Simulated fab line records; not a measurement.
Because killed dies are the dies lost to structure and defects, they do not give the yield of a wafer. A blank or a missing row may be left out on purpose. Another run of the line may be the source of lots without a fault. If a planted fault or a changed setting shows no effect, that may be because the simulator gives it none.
Which of the tools did it? -- flow nand_harc -- Sampling: 24 lots, 72 wafers, 6 of 1159 route steps

== WHAT EACH GAUGE READ, for each wafer ==
No reading from a measuring or inspecting step in the record can be judged against a usual standard deviation.

== TOOL THAT RAN EACH LOT (tool first, then ch and the chambers of the sampled wafers, then the start) ==
lot,NHARC_A_STAIRCASE_TRIM_12,NHARC_A_STAIRCASE_ETCH_13,NHARC_A_STAIRCASE_ETCH_15,NHARC_A_STAIRCASE_ETCH_23,NHARC_A_STAIRCASE_TRIM_191,NHARC_A_STAIRCASE_ETCH_201
L074,"rie_diel-02 ch 0,1,2, day 9 23:57","rie_diel-02 ch 1,2,3, no start","rie_diel-02 ch 0,1,2, no start","rie_diel-12 ch 1,2,3, no start","rie_diel-12 ch 0,1,3, no start","rie_diel-12 ch 1,2,3, no start"
L075,"rie_diel-03 ch 0,1,2, day 11 04:53","rie_diel-03 ch 0,1,3, no start","rie_diel-03 ch 1,2,3, no start","rie_diel-02 ch 0,1,2, no start","rie_diel-02 ch 0,2,3, no start","rie_diel-02 ch 0,1,3, no start"
L076,"rie_diel-02 ch 0,1,2, day 11 15:19","rie_diel-02 ch 0,2,3, no start","rie_diel-02 ch 0,1,3, no start","rie_diel-03 ch 0,1,2, no start","rie_diel-02 ch 0,2,3, no start","rie_diel-03 ch 0,1,2, no start"
L077,"rie_diel-03 ch 0,2,3, day 11 15:28","rie_diel-03 ch 0,1,3, no start","rie_diel-03 ch 1,2,3, no start","rie_diel-03 ch 0,1,3, no start","rie_diel-02 ch 0,1,2, no start","rie_diel-02 ch 0,2,3, no start"
L078,"rie_diel-12 ch 1,2,3, day 11 15:32","rie_diel-12 ch 0,1, no start","rie_diel-12 ch 0,2,3, no start","rie_diel-12 ch 0,1, no start","rie_diel-03 ch 0,1, no start","rie_diel-03 ch 1,2,3, no start"
L079,"rie_diel-12 ch 0,1,3, day 12 00:25","rie_diel-12 ch 1,3, no start","rie_diel-12 ch 1,3, no start","rie_diel-12 ch 1,2, no start","rie_diel-03 ch 0,1,3, no start","rie_diel-03 ch 0,1,2, no start"
L080,"rie_diel-02 ch 0,1, day 12 05:50","rie_diel-02 ch 0,2, no start","rie_diel-02 ch 0,1,2, no start","rie_diel-02 ch 0,1, no start","rie_diel-02 ch 1,2,3, no start","rie_diel-03 ch 0,3, no start"
L082,"rie_diel-02 ch 0,1,2, day 12 10:07","rie_diel-02 ch 2,3, no start","rie_diel-02 ch 0,2,3, no start","rie_diel-02 ch 0,3, no start","rie_diel-03 ch 0,1, no start","rie_diel-03 ch 0,3, no start"
L081,"rie_diel-12 ch 0,1,3, day 12 20:43","rie_diel-12 ch 0,2,3, no start","rie_diel-12 ch 0,1,2, no start","rie_diel-02 ch 0,2,3, no start","rie_diel-03 ch 0,1,3, no start","rie_diel-12 ch 0,2,3, no start"
L084,"rie_diel-02 ch 0,1,3, day 13 09:53","rie_diel-02 ch 0,1,2, no start","rie_diel-02 ch 1,2,3, no start","rie_diel-02 ch 1,2, no start","rie_diel-03 ch 0,1, no start","rie_diel-03 ch 2,3, no start"
L085,"rie_diel-12 ch 1,2,3, day 13 10:02","rie_diel-12 ch 0,1,2, no start","rie_diel-12 ch 1,2,3, no start","rie_diel-12 ch 0,1, no start","rie_diel-12 ch 0,1, no start","rie_diel-12 ch 0,2,3, no start"
L087,"rie_diel-02 ch 0,1,2, day 13 16:49","rie_diel-02 ch 1,2,3, no start","rie_diel-02 ch 1,2, no start","rie_diel-03 ch 0,1, no start","rie_diel-03 ch 2,3, no start","rie_diel-03 ch 1,2,3, no start"
L086,"rie_diel-02 ch 0,1,3, day 13 17:08","rie_diel-02 ch 0,1, no start","rie_diel-02 ch 0,1,3, no start","rie_diel-02 ch 2,3, no start","rie_diel-02 ch 0,1,2, no start","rie_diel-02 ch 0,1,3, no start"
L083,"rie_diel-02 ch 0,1,2, day 13 20:09","rie_diel-02 ch 0,2,3, no start","rie_diel-02 ch 0,1, no start","rie_diel-12 ch 0,1, no start","rie_diel-02 ch 1,2,3, no start","rie_diel-02 ch 2,3, no start"
L089,"rie_diel-02 ch 0,1,2, day 14 07:26","rie_diel-02 ch 0,2,3, no start","rie_diel-02 ch 0,1,2, no start","rie_diel-12 ch 0,2,3, no start","rie_diel-03 ch 0,2,3, no start","rie_diel-03 ch 0,2,3, no start"
L088,"rie_diel-12 ch 0,2, day 14 07:47","rie_diel-12 ch 0,2, no start","rie_diel-12 ch 0,1,2, no start","rie_diel-12 ch 0,2,3, no start","rie_diel-12 ch 0,1,3, no start","rie_diel-12 ch 0,2,3, no start"
L090,"rie_diel-02 ch 0,1,2, day 15 05:50","rie_diel-02 ch 0,1,2, no start","rie_diel-02 ch 0,1,2, no start","rie_diel-12 ch 0,1, no start","rie_diel-03 ch 2,3, no start","rie_diel-02 ch 2,3, no start"
L092,"rie_diel-02 ch 0,1,2, day 15 08:25","rie_diel-02 ch 1,2,3, no start","rie_diel-02 ch 2,3, no start","rie_diel-02 ch 0,2,3, no start","rie_diel-02 ch 0,1, no start","rie_diel-02 ch 0,1,3, no start"
L093,"rie_diel-12 ch 0,1,2, day 15 11:37","rie_diel-12 ch 0,1,2, no start","rie_diel-12 ch 0,1,3, no start","rie_diel-03 ch 0,2,3, no start","rie_diel-02 ch 0,1,3, no start","rie_diel-02 ch 0,1,3, no start"
L091,"rie_diel-02 ch 1,3, day 15 11:55","rie_diel-02 ch 0,1,2, no start","rie_diel-02 ch 0,2, no start","rie_diel-12 ch 1,2,3, no start","rie_diel-03 ch 1,2, no start","rie_diel-12 ch 0,1,2, no start"
L094,"rie_diel-12 ch 0,1,3, day 15 15:48","rie_diel-12 ch 0,2,3, no start","rie_diel-12 ch 1,2,3, no start","rie_diel-02 ch 1,2,3, no start","rie_diel-02 ch 0,1,2, no start","rie_diel-12 ch 1,2,3, no start"
L095,"rie_diel-12 ch 2,3, day 16 11:13","rie_diel-12 ch 0,2,3, no start","rie_diel-12 ch 0,1,3, no start","rie_diel-02 ch 1,3, no start","rie_diel-02 ch 0,1,2, no start","rie_diel-03 ch 0,1,2, no start"
L097,"rie_diel-12 ch 0,1,3, day 16 11:49","rie_diel-12 ch 1,2,3, no start","rie_diel-12 ch 0,2,3, no start","rie_diel-12 ch 1,2, no start","rie_diel-02 ch 0,2, no start","rie_diel-02 ch 0,3, no start"
L096,"rie_diel-02 ch 0,3, day 16 14:53","rie_diel-02 ch 1,3, no start","rie_diel-02 ch 0,1,3, no start","rie_diel-12 ch 0,1, no start","rie_diel-12 ch 0,2, no start","rie_diel-02 ch 0,1,2, no start"
- NHARC_A_STAIRCASE_TRIM_12: chemistry O2, time 211.2 s.
- NHARC_A_STAIRCASE_ETCH_13: etches the open film in C4F8/O2, target depth 100 nm, time 40.5 s.
- NHARC_A_STAIRCASE_ETCH_15: etches the open film in C4F8/O2, target depth 100 nm, time 40.5 s.
- NHARC_A_STAIRCASE_ETCH_23: etches the open film in C4F8/O2, target depth 100 nm, time 40.5 s.
- NHARC_A_STAIRCASE_TRIM_191: chemistry O2, time 211.2 s.
- NHARC_A_STAIRCASE_ETCH_201: etches the open film in C4F8/O2, target depth 100 nm, time 40.5 s.

== WHAT THE TOOLS THEMSELVES READ (means of the sampled wafers that have a number; where no wafer has one, the mark that the record gives instead) ==
NHARC_A_STAIRCASE_TRIM_12. Usual: drypump_motor_current_A 5.7 A, standard deviation 0.34; mfc_ar_sccm 0.012 sccm, standard deviation 0.0099; oes_product_au 0.997 a.u., standard deviation 0.013; rf_vpp_V 57.8 V, standard deviation 0.96; showerhead_plenum_p_Torr 3.47 Torr, standard deviation 0.12; throttle_valve_pct 17.038 %, standard deviation 0.0085.
lot,tool,drypump_motor_current_A (A),mfc_ar_sccm (sccm),oes_product_au (a.u.),rf_vpp_V (V),showerhead_plenum_p_Torr (Torr),throttle_valve_pct (%),flag
L074,rie_diel-02,5.7,0.012,1.001,58.2,3.39,17.035,
L075,rie_diel-03,5.1,0.007,1.002,58.6,3.58,17.046,
L076,rie_diel-02,5.7,0.012,0.990,56.2,3.38,17.034,
L077,rie_diel-03,5.5,0.014,1.012,57.5,3.55,17.042,
L078,rie_diel-12,5.8,0.018,1.000,57.2,3.57,17.038,
L079,rie_diel-12,5.6,0.007,0.984,58.6,3.54,17.043,
L080,rie_diel-02,5.9,0.015,1.000,57.4,3.37,17.040,
L082,rie_diel-02,5.7,0.012,0.998,57.7,3.38,17.035,
L081,rie_diel-12,5.6,0.007,0.992,58.7,3.54,17.040,
L084,rie_diel-02,5.7,0.014,0.996,57.4,3.39,17.047,
L085,rie_diel-12,5.8,0.018,0.989,58.5,3.56,17.046,
L087,rie_diel-02,5.7,0.012,1.005,57.4,3.37,17.043,
L086,rie_diel-02,5.6,0.014,1.010,57.9,3.39,17.040,
L083,rie_diel-02,5.8,0.012,1.000,58.1,3.37,17.028,
L089,rie_diel-02,5.7,0.012,1.000,58.0,3.37,17.038,
L088,rie_diel-12,5.8,0.012,0.978,57.8,3.64,17.038,
L090,rie_diel-02,5.7,0.012,0.996,57.0,3.37,17.041,
L092,rie_diel-02,5.7,0.012,1.002,57.6,3.37,17.033,
L093,rie_diel-12,5.9,0.012,0.995,58.5,3.56,17.036,
L091,rie_diel-02,5.7,0.016,1.005,57.5,3.35,17.037,
L094,rie_diel-12,5.6,0.007,1.000,57.6,3.52,17.041,
L095,rie_diel-12,5.6,0.024,0.999,58.6,3.61,17.040,
L097,rie_diel-12,5.6,0.007,0.992,57.9,3.52,17.037,
L096,rie_diel-02,5.6,0.013,1.021,57.2,3.41,17.030,

NHARC_A_STAIRCASE_ETCH_13. Usual: oes_product_au 0.938 a.u., standard deviation 0.017; rf_vpp_V 894 V, standard deviation 4.5.
lot,tool,oes_product_au (a.u.),rf_vpp_V (V),flag
L074,rie_diel-02,0.942,892,
L075,rie_diel-03,0.939,896,
L076,rie_diel-02,0.954,892,
L077,rie_diel-03,0.957,896,
L078,rie_diel-12,0.933,896,
L079,rie_diel-12,0.953,896,
L080,rie_diel-02,0.947,891,
L082,rie_diel-02,0.937,892,
L081,rie_diel-12,0.915,901,
L084,rie_diel-02,0.925,890,
L085,rie_diel-12,0.929,898,
L087,rie_diel-02,0.928,891,
L086,rie_diel-02,0.933,889,
L083,rie_diel-02,0.928,891,
L089,rie_diel-02,0.942,892,
L088,rie_diel-12,0.914,899,
L090,rie_diel-02,0.941,889,
L092,rie_diel-02,0.945,891,
L093,rie_diel-12,0.946,897,
L091,rie_diel-02,0.928,890,
L094,rie_diel-12,0.941,899,
L095,rie_diel-12,0.911,900,
L097,rie_diel-12,0.931,897,
L096,rie_diel-02,0.964,892,

NHARC_A_STAIRCASE_ETCH_15. Usual: oes_product_au 0.941 a.u., standard deviation 0.015; rf_vpp_V 894 V, standard deviation 4.5.
lot,tool,oes_product_au (a.u.),rf_vpp_V (V),flag
L074,rie_diel-02,0.943,891,
L075,rie_diel-03,0.954,898,
L076,rie_diel-02,0.948,891,
L077,rie_diel-03,0.956,898,
L078,rie_diel-12,0.941,900,
L079,rie_diel-12,0.951,897,
L080,rie_diel-02,0.945,891,
L082,rie_diel-02,0.941,892,
L081,rie_diel-12,0.916,898,
L084,rie_diel-02,0.937,891,
L085,rie_diel-12,0.950,897,
L087,rie_diel-02,0.934,890,
L086,rie_diel-02,0.944,891,
L083,rie_diel-02,0.946,890,
L089,rie_diel-02,0.938,890,
L088,rie_diel-12,0.936,897,
L090,rie_diel-02,0.945,890,
L092,rie_diel-02,0.956,893,
L093,rie_diel-12,0.942,896,
L091,rie_diel-02,0.932,892,
L094,rie_diel-12,0.942,897,
L095,rie_diel-12,0.930,895,
L097,rie_diel-12,0.926,900,
L096,rie_diel-02,0.964,890,

NHARC_A_STAIRCASE_ETCH_23. Usual: oes_product_au 0.943 a.u., standard deviation 0.016; rf_vpp_V 895 V, standard deviation 4.6.
lot,tool,oes_product_au (a.u.),rf_vpp_V (V),flag
L074,rie_diel-12,0.939,897,
L075,rie_diel-02,0.963,890,
L076,rie_diel-03,0.953,899,
L077,rie_diel-03,0.956,897,
L078,rie_diel-12,0.924,896,
L079,rie_diel-12,0.927,898,
L080,rie_diel-02,0.946,890,
L082,rie_diel-02,0.962,893,
L081,rie_diel-02,0.957,891,
L084,rie_diel-02,0.943,890,
L085,rie_diel-12,0.943,894,
L087,rie_diel-03,0.949,897,
L086,rie_diel-02,0.946,892,
L083,rie_diel-12,0.914,896,
L089,rie_diel-12,0.920,899,
L088,rie_diel-12,0.931,899,
L090,rie_diel-12,0.958,895,
L092,rie_diel-02,0.953,892,
L093,rie_diel-03,0.931,897,
L091,rie_diel-12,0.947,897,
L094,rie_diel-02,0.946,891,
L095,rie_diel-02,0.957,891,
L097,rie_diel-12,0.940,895,
L096,rie_diel-12,0.932,894,

NHARC_A_STAIRCASE_TRIM_191. Usual: drypump_motor_current_A 5.5 A, standard deviation 0.4; mfc_ar_sccm 0.013 sccm, standard deviation 0.0095; oes_product_au 1.001 a.u., standard deviation 0.014; rf_vpp_V 57.7 V, standard deviation 0.89; showerhead_plenum_p_Torr 3.48 Torr, standard deviation 0.11; throttle_valve_pct 17.037 %, standard deviation 0.0088.
lot,tool,drypump_motor_current_A (A),mfc_ar_sccm (sccm),oes_product_au (a.u.),rf_vpp_V (V),showerhead_plenum_p_Torr (Torr),throttle_valve_pct (%),flag
L074,rie_diel-12,5.6,0.007,0.993,57.8,3.55,17.031,
L075,rie_diel-02,5.4,0.010,1.008,58.2,3.44,17.033,
L076,rie_diel-02,5.4,0.010,1.002,57.7,3.43,17.032,
L077,rie_diel-02,5.7,0.012,0.997,58.0,3.38,17.044,
L078,rie_diel-03,5.0,0.011,1.004,57.4,3.54,17.043,
L079,rie_diel-03,5.3,0.017,1.005,58.0,3.54,17.033,
L080,rie_diel-02,5.5,0.011,0.999,58.7,3.40,17.034,
L082,rie_diel-03,5.0,0.011,0.992,58.1,3.57,17.032,
L081,rie_diel-03,5.4,0.017,1.001,58.0,3.53,17.045,
L084,rie_diel-03,5.0,0.011,1.005,57.5,3.53,17.038,
L085,rie_diel-12,5.7,0.001,0.979,57.6,3.54,17.036,
L087,rie_diel-03,5.5,0.010,1.000,57.4,3.58,17.037,
L086,rie_diel-02,5.7,0.012,1.001,57.1,3.37,17.036,
L083,rie_diel-02,5.5,0.011,1.001,57.9,3.39,17.044,
L089,rie_diel-03,5.4,0.014,1.015,57.7,3.54,17.048,
L088,rie_diel-12,5.6,0.007,0.989,57.4,3.53,17.040,
L090,rie_diel-03,5.5,0.010,1.006,58.1,3.57,17.030,
L092,rie_diel-02,5.9,0.015,1.009,57.4,3.36,17.044,
L093,rie_diel-02,5.7,0.014,1.003,57.5,3.38,17.038,
L091,rie_diel-03,5.0,0.007,1.005,57.9,3.59,17.039,
L094,rie_diel-02,5.7,0.012,0.995,56.5,3.36,17.036,
L095,rie_diel-02,5.7,0.012,0.997,57.0,3.36,17.030,
L097,rie_diel-02,5.5,0.007,0.992,56.8,3.39,17.039,
L096,rie_diel-12,5.9,0.023,0.977,58.1,3.65,17.038,

NHARC_A_STAIRCASE_ETCH_201. Usual: oes_product_au 0.944 a.u., standard deviation 0.014; rf_vpp_V 895 V, standard deviation 4.2.
lot,tool,oes_product_au (a.u.),rf_vpp_V (V),flag
L074,rie_diel-12,0.935,898,
L075,rie_diel-02,0.955,890,
L076,rie_diel-03,0.939,898,
L077,rie_diel-02,0.943,893,
L078,rie_diel-03,0.945,898,
L079,rie_diel-03,0.955,898,
L080,rie_diel-03,0.946,894,
L082,rie_diel-03,0.949,896,
L081,rie_diel-12,0.929,901,
L084,rie_diel-03,0.965,897,
L085,rie_diel-12,0.931,899,
L087,rie_diel-03,0.956,898,
L086,rie_diel-02,0.937,891,
L083,rie_diel-02,0.940,892,
L089,rie_diel-03,0.945,896,
L088,rie_diel-12,0.925,900,
L090,rie_diel-02,0.956,893,
L092,rie_diel-02,0.947,891,
L093,rie_diel-02,0.961,891,
L091,rie_diel-12,0.934,897,
L094,rie_diel-12,0.943,896,
L095,rie_diel-03,0.953,897,
L097,rie_diel-02,0.963,892,
L096,rie_diel-02,0.940,890,

== THE ANSWER, worked out from the rows above alone ==
Rule: lot off if the mean of its wafers having a number is beyond 3 standard deviations from the usual mean. A lot without any number at a reading at which 4 lots or more have one is off too. Where the step has rows for the other lots, those lots are counted as sound. The gauges are gone through in route order, then the tools' own readings, and for those a lot's mean is taken as printed above. The first step at which some lot is off is used, and at that step the reading that is off furthest; a lot without a number counts as furthest.
No lot is off at any reading shown: from this, nothing can be told.

== WHAT WAS PUT IN BY THE SIMULATOR ==
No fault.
